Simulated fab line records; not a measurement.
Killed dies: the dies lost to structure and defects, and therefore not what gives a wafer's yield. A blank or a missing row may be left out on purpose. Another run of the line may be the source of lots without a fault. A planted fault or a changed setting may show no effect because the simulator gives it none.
3 desks, one fault :: flow n5 finfet :: numbers are kept per desk, each desk with only its own; the story behind them comes last

## THE DEFECT DESK
Inspection counts along the route, by lot: the mean over sampled wafers that carry a number. Marked OUT: a lot whose mean sits more than 4 standard deviations from the usual mean, which makes it out of limits; the brackets give that distance.
Columns: A = raw defect count at N5_SD_EPI_P_INSPECT_26, usual 174; B = raw defect count at N5_SD_ACTIVATION_INSPECT_02, usual 174
lot: L166
first seen here: day 4 12:38
A: 151
B: 156

lot: L168
first seen here: day 4 22:16
A: 204
B: 196

lot: L170
first seen here: day 5 05:08
A: 166
B: 161

lot: L172
first seen here: day 5 13:16
A: 192
B: 213

lot: L173
first seen here: day 5 20:40
A: 136
B: 139

lot: L175
first seen here: day 6 15:14
A: 204
B: 200

lot: L179
first seen here: day 7 11:38
A: 558 (+12) OUT
B: 562 (+12) OUT

lot: L181
first seen here: day 8 00:30
A: 171
B: 178

lot: L185
first seen here: day 9 00:35
A: 182
B: 189
This desk's verdict: out of limits on L179, starting with L179 at day 7 11:38 (raw defect count at N5_SD_EPI_P_INSPECT_26). L166, L168, L170, L172, L173, L175, L181, L185: within limits.

## TOOL OWNER'S DESK, rie diel-04
The tool's own readings at N5_SD_EPI_P_ETCH_16 (etches SiO2 in CHF3/O2, target depth 5 nm): means of the sampled wafers that have a number, for each lot that ran on this tool. Marked OUT: a lot whose mean sits more than 4 standard deviations from the usual mean, which makes it out of limits; the brackets give that distance.
Columns: A = drypump motor current A at N5_SD_EPI_P_ETCH_16, usual 5.6 A; B = oes_f_703_au at N5_SD_EPI_P_ETCH_16, usual 0.75 a.u.; C = oes product au at N5_SD_EPI_P_ETCH_16, usual 0.74 a.u.; D = rf vpp V at N5_SD_EPI_P_ETCH_16, usual 525 V; E = showerhead plenum p Torr at N5_SD_EPI_P_ETCH_16, usual 2.39 Torr; F = throttle valve pct at N5_SD_EPI_P_ETCH_16, usual 18.93 %
lot: L170
first seen here: day 5 02:02
A: 5.6
B: 0.75
C: 0.74
D: 526
E: 2.45
F: 19.01

lot: L172
first seen here: day 5 10:08
A: 5.7
B: 0.73
C: 0.72
D: 519
E: 2.40
F: 19.03

lot: L173
first seen here: day 5 17:34
A: 5.7
B: 0.73
C: 0.71
D: 520
E: 2.40
F: 19.02

lot: L179
first seen here: day 7 08:31
A: 5.8
B: 0.83
C: 0.81
D: 519
E: 2.40
F: 18.90
This desk's finding: nothing out of limits on any of the 4 lots.

## METROLOGY DESK
Means of the sampled wafers that have a number, per lot and without regard to the tool the lot ran on: this is what the gauges read. Marked OUT: a lot whose mean sits more than 4 standard deviations from the usual mean, which makes it out of limits; the brackets give that distance. 7 of its 10 readings are shown, namely those furthest out on some lot.
Columns: A = DIBL_P at N5_BEOL_M4_RC_MEAS_101, usual 36.2 mV/V; B = IOFF_N at N5_BEOL_M4_RC_MEAS_101, usual 0.154 nA/um; C = ION_N at N5_BEOL_M4_RC_MEAS_101, usual 675 uA/um; D = ION_P at N5_BEOL_M4_RC_MEAS_101, usual 463 uA/um; E = SS_N at N5_BEOL_M4_RC_MEAS_101, usual 71.4 mV/dec; F = VT_N at N5_BEOL_M4_RC_MEAS_101, usual 250.2 mV; G = VT_P at N5_BEOL_M4_RC_MEAS_101, usual -251 mV
lot: L166
first seen here: day 11 04:26
A: 34.3
B: 0.132
C: 673
D: 459
E: 70.7
F: 252.4
G: -254

lot: L168
first seen here: day 11 22:34
A: 38.7
B: 0.164
C: 681
D: 463
E: 71.4
F: 249.9
G: -251

lot: L170
first seen here: day 12 05:21
A: 36.4
B: 0.141
C: 668
D: 455
E: 71.7
F: 251.7
G: -253

lot: L172
first seen here: day 12 18:04
A: 35.6
B: 0.150
C: 675
D: 458
E: 71.6
F: 249.9
G: -252

lot: L173
first seen here: day 13 03:38
A: 36.3
B: 0.161
C: 678
D: 455
E: 71.6
F: 249.3
G: -253

lot: L175
first seen here: day 13 12:22
A: 37.4
B: 0.155
C: 662
D: 454
E: 72.3
F: 250.8
G: -251

lot: L179
first seen here: day 14 04:01
A: 34.0
B: 0.135
C: 673
D: 457
E: 71.3
F: 253.3
G: -255

lot: L181
first seen here: day 15 03:25
A: 37.4
B: 0.191
C: 683
D: 469
E: 71.9
F: 248.1
G: -248

lot: L185
first seen here: day 15 08:19
A: 35.9
B: 0.165
C: 676
D: 471
E: 71.4
F: 249.6
G: -246
This desk's finding: nothing out of limits on any of the 9 lots.

## ALL TOGETHER
The defect desk could have raised an alarm at day 7 11:38, on L179.
Nothing out of limits was seen by the tool owner's desk.
Metrology desk: nothing out of limits seen.
Tool owner's desk: L179 on record, inside its limits.
The metrology desk has L179 on record, within its limits.
On rie diel-04, each named lot ran N5_SD_EPI_P_ETCH_16.

## WHAT THE SIMULATOR HAD PUT IN
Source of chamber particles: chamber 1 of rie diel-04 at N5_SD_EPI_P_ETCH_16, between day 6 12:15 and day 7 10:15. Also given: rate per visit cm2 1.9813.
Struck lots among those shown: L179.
Hours from the fault's start to each desk's first reading out of limits: the defect desk, 23.
